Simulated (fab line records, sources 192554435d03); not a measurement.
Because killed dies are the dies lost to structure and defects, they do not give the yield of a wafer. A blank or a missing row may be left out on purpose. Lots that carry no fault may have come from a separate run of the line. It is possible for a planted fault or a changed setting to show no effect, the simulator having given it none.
Split-lot trial	flow n5 finfet	39 wafers read across 7 lots, on a route 1938 steps long

== SPLIT DETAILS ==
At N5_PASSIVATION_PASS_ETCH_47 (etches SiNx in CF4/O2, target depth 770 nm, time 385 s), the setting time s was moved away from the recipe's 385 s on 9 of the 39 wafers read, by +20.1% to +42.9%. The other wafers ran this setting at the recipe's value.

Reading taken at the split's own step.

== THE READING ==
etch.depth nm (the simulator's own value, which no gauge read), in nm, at N5_PASSIVATION_PASS_ETCH_47 (etches SiNx in CF4/O2, target depth 770 nm, time 385 s). The file gives no usual value for it. Across the 30 wafers here that went through the recipe, the average is 771.4 nm and the standard deviation 17 nm.

wafer	tool, chamber at the split	time s as run, s	against the recipe	etch.depth nm, nm	against lot-mates on the recipe
L079.2	rie diel-04, 1	385	recipe	738.4	-
L079.4	rie diel-04, 0	385	recipe	760.3	-
L079.6	rie diel-04, 2	385	recipe	749.5	-
L077.1	rie diel-01, 1	385	recipe	774.4	-
L077.2	rie diel-01, 0	462.5	+20.1%	887.3	+115.4
L077.3	rie diel-01, 3	385	recipe	771.6	-
L077.4	rie diel-01, 2	385	recipe	769.8	-
L077.5	rie diel-01, 3	462.5	+20.1%	931.1	+159.2
L077.6	rie diel-01, 0	462.5	+20.1%	881.5	+109.6
L078.1	rie diel-01, 1	385	recipe	770.5	-
L078.2	rie diel-01, 3	385	recipe	773.6	-
L078.3	rie diel-01, 2	385	recipe	768.6	-
L078.4	rie diel-01, 0	385	recipe	735.5	-
L078.5	rie diel-01, 2	385	recipe	770	-
L078.6	rie diel-01, 3	385	recipe	772.4	-
L081.1	rie diel-02, 3	385	recipe	811.2	-
L081.2	rie diel-02, 2	385	recipe	784.7	-
L081.3	rie diel-02, 0	550	+42.9%	1120	+327.2
L081.4	rie diel-02, 1	385	recipe	782.4	-
L081.5	rie diel-02, 2	550	+42.9%	1126	+333.2
L081.6	rie diel-02, 3	550	+42.9%	1158	+365.2
L085.1	rie diel-02, 1	385	recipe	773.8	-
L085.2	rie diel-02, 3	385	recipe	810.2	-
L085.3	rie diel-02, 2	385	recipe	781.4	-
L085.4	rie diel-02, 1	385	recipe	772.4	-
L085.5	rie diel-02, 2	385	recipe	781	-
L085.6	rie diel-02, 3	385	recipe	809.1	-
L087.1	rie diel-04, 1	385	recipe	765.3	-
L087.2	rie diel-04, 2	385	recipe	761.7	-
L087.3	rie diel-04, 0	385	recipe	766.7	-
L087.4	rie diel-04, 3	385	recipe	772.4	-
L087.5	rie diel-04, 0	385	recipe	765.1	-
L087.6	rie diel-04, 1	385	recipe	766.9	-
L095.1	rie diel-04, 2	475.5	+23.5%	932.8	+171.8
L095.2	rie diel-04, 1	385	recipe	764	-
L095.3	rie diel-04, 0	475.5	+23.5%	936.2	+175.2
L095.4	rie diel-04, 3	475.5	+23.5%	939.7	+178.7
L095.5	rie diel-04, 2	385	recipe	751.5	-
L095.6	rie diel-04, 1	385	recipe	767.5	-

FIT RESULTS
A straight line over all 39 wafers: etch.depth nm changes by +7.96 nm for each +1% of time s; r = +0.98; the points scatter about the line by 21 nm.
The same after taking each lot's own level away (the mean of its wafers on the recipe; 39 wafers): +7.69 nm for each +1%; r = +0.99; scatter 15 nm.
The reading moves by 3.3e+02 nm for the largest change in time s, on that fit.
Measured against the standard deviation above, the lots' own levels, which go from 749.40 to 792.77 nm, span 2.5 times it.
Hence the lot-to-lot level has little effect on the slope; both slopes agree.
Check: +328 nm against its lot-mates is what the line predicts for one of the wafers moved furthest among these (+42.9%) when that wafer is left out of the fit. Against them it came out at +327 nm.

== ADDITIONAL SPLITS CARRIED BY THESE WAFERS ==
These wafers also went through other splits before the reading. Each is held against what the fit with the lots' levels taken away leaves over:
other split on the same wafers	wafers away from the commonest value	r with etch.depth nm (lot level and that fit taken away)
N5_BEOL_M9_ILD_DEP_00 target thk a	12	-0.10
N5_BEOL_M11_ILD_DEP_00 time s	15	+0.18
N5_BEOL_M13_ETCH_68 time s	9	+0.32
N5_BEOL_M14_DEP_53 time s	18	-0.13

== FILE'S OWN FIT ==
etch.depth nm changes by +7.64 nm for each +1% of time s, r = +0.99.
